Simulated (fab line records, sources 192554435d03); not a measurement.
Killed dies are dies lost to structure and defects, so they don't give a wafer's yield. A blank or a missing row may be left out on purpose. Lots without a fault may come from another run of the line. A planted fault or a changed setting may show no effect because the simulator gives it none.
A struck lot beside a sound one | flow n5_finfet | 15 steps out of a route of 1938
Sound: wafers L459.1, L459.5, L459.6. Struck: wafers L463.3, L463.6. (L463.4 of the same lot was not struck and is left out.) The cause comes at the end.
At each step with rows: each side's tool, then ch and its chambers, then its first start. Under that, the readings that differ: sound wafers | struck wafers | difference of the means | sigmas: that difference in standard deviations of wafers without a fault.
alike: readings whose means differ by less than 2 such deviations, and words and numbers that are the same on both sides. not compared: withheld readings, readings that some wafer has no value for, bounds like >300 that may hide the same value, and numbers for which the record gives no deviation and whose values overlap.
The two part at a step that has a row with sigmas, a row that says differs or no value, or rows on one side only. Numbers that don't overlap but have no deviation are shown without sigmas and don't part them. A reading that every wafer of one side lacks parts them only if that side has two wafers or more.

first, 7 steps without rows for these wafers: N5_BEOL_M3_COAT_76 (time 60 s, resist thk 5 nm); N5_BEOL_M3_COAT_22 (resist thk 30 nm); N5_BEOL_M3_EBR_24; N5_BEOL_M3_SOFTBAKE_23 (time 60 s); N5_BEOL_M3_EXPOSE_25 (exposes mask V2, defocus 5 nm); N5_BEOL_M3_PEB_26 (peb time 60 s); N5_BEOL_M3_DEVELOP_27 (develop time 30 s).
N5_BEOL_M3_CD_MEAS_28: target cd 25.7 nm, target cd y 23.3 nm.
  sound on cd_sem-01 ch 0, day 8 13:58; struck on cd_sem-01 ch 0, day 9 15:38
  alike: cd_nm
N5_BEOL_M3_OVL_MEAS_29:
  sound on overlay-02 ch 0, day 8 14:00; struck on overlay-02 ch 0, day 9 15:41
  alike: V2_OVL
N5_BEOL_M3_INSPECT_30: inspects for defects (brightfield).
  sound on defect_inspect-02, day 8 14:03; struck on defect_inspect-02, day 9 15:43
  alike: raw_defect_count
N5_BEOL_M3_DESCUM_33: chemistry O2, time 7 s.
  sound on rie_diel-03 ch 1,2, day 8 14:05; struck on rie_diel-02 ch 1,3, day 9 15:46
  alike: drypump_motor_current_A, oes_product_au, rf_vpp_V, showerhead_plenum_p_Torr, throttle_valve_pct
  not compared: rf_hours_counter_h
N5_BEOL_M3_ETCH_77: etches underlayer in N2/H2, target depth 6.5 nm, time 5.2 s.
  sound on rie_diel-03 ch 1,2, day 8 14:07; struck on rie_diel-02 ch 1,3, day 9 15:47
  reading                         | sound             | struck      | difference | sigmas
  rf_vpp_V (V)                    | 519.4 525.1 522.7 | 527.7 526.5 | +4.7       | +2
  showerhead_plenum_p_Torr (Torr) | 2.42 2.55 2.42    | 2.58 2.71   | +0.18      | +2
  alike: drypump_motor_current_A, etch_rf_on_time_s, oes_product_au, throttle_valve_pct
  not compared: rf_hours_counter_h
N5_BEOL_M3_ETCH_69: etches SiARC in CF4, target depth 15.6 nm, time 26 s.
  sound on rie_diel-03 ch 1,2, day 8 14:08; struck on rie_diel-02 ch 1,3, day 9 15:49
  reading                         | sound          | struck    | difference | sigmas
  etch_rf_on_time_s (s)           | 26.2 27.0 26.3 | 15.2 15.4 | -11.2      | -18
  oes_product_au (a.u.)           | 0.64 0.67 0.64 | 1.00 1.06 | +0.38      | +5
  showerhead_plenum_p_Torr (Torr) | 2.05 2.15 2.05 | 2.16 2.26 | +0.13      | +2
  alike: drypump_motor_current_A, mfc_ar_sccm, rf_vpp_V, throttle_valve_pct
  not compared: rf_hours_counter_h
N5_BEOL_M3_ALD_98: deposits SiO2, target thk 2.5 nm, pulse time 1 s, co reactant pulse time 1 s.
  sound on ald_sin-01 ch 0,1,2, day 8 14:13; struck on ald_sin-02 ch 0,1, day 9 16:17
  alike: heater_power_w, precursor_pulse_height_rel
N5_BEOL_M4_RC_MEAS_101:
  sound on prober-01 ch 0, day 9 05:26; struck on prober-02 ch 0, day 10 14:29
  alike: DIBL_N, DIBL_P, IOFF_N, IOFF_P, ION_N, ION_P, SS_N, SS_P, VT_N, VT_P

WHERE THEY PART
First at N5_BEOL_M3_ETCH_77; last, within this record, at N5_BEOL_M3_ETCH_69. Later steps at which nothing parts them and some readings are alike: N5_BEOL_M3_ALD_98, N5_BEOL_M4_RC_MEAS_101.

WHY: what the simulator had put in
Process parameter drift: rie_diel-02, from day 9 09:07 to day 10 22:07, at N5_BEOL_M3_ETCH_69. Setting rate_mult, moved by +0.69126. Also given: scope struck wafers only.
